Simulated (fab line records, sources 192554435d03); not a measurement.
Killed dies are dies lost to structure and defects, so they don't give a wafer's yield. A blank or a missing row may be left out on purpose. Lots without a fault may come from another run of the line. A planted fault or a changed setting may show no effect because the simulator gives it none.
Chamber matching | flow n5_finfet | N5_SPACER0_ALD_07 on ald_sin-02: 4 sister chambers
The step deposits SiNx, target thk 2 nm. 4 wafers are shown with their chamber, then 7 later ones without.

WAFERS WITH THEIR CHAMBER
wafer  | chamber | heater_power_w (W)
L084.1 | 3       | 853
L085.3 | 2       | 839
L088.2 | 0       | 918
L088.5 | 1       | 693

WAFERS WITHOUT THEIR CHAMBER
wafer  | heater_power_w (W)
L088.6 | 838
L091.2 | 842
L091.5 | 893
L091.6 | 841
L096.3 | 847
L096.4 | 859
L096.6 | 898

WHICH CHAMBER EACH WENT THROUGH
wafer  | from the rows above     | in truth
L088.6 | can't be placed: 2 or 3 | 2
L091.2 | can't be placed: 2 or 3 | 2
L091.5 | can't be placed: 0 or 3 | 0
L091.6 | can't be placed: 2 or 3 | 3
L096.3 | can't be placed: 3 or 2 | 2
L096.4 | can't be placed: 3 or 2 | 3
L096.6 | can't be placed: 0 or 3 | 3
Placed correctly: 0 of 7. Can't be placed from these rows: 7 (the true chamber is among the candidates in 7). Placed wrongly: 0.
How it was worked out, from the rows above alone: a wafer's distance from a chamber is the root of the sum, over the readings, of the square of ((its reading less the chamber's mean) divided by the reading's scatter). The wafer belongs to the nearest chamber; if the next one is less than 2 further off, it can't be placed. A chamber's mean is the mean of its shown wafers. The scatter: with one shown wafer a chamber, the root of the mean of the squares of how far each hidden wafer lies from its nearest shown one.
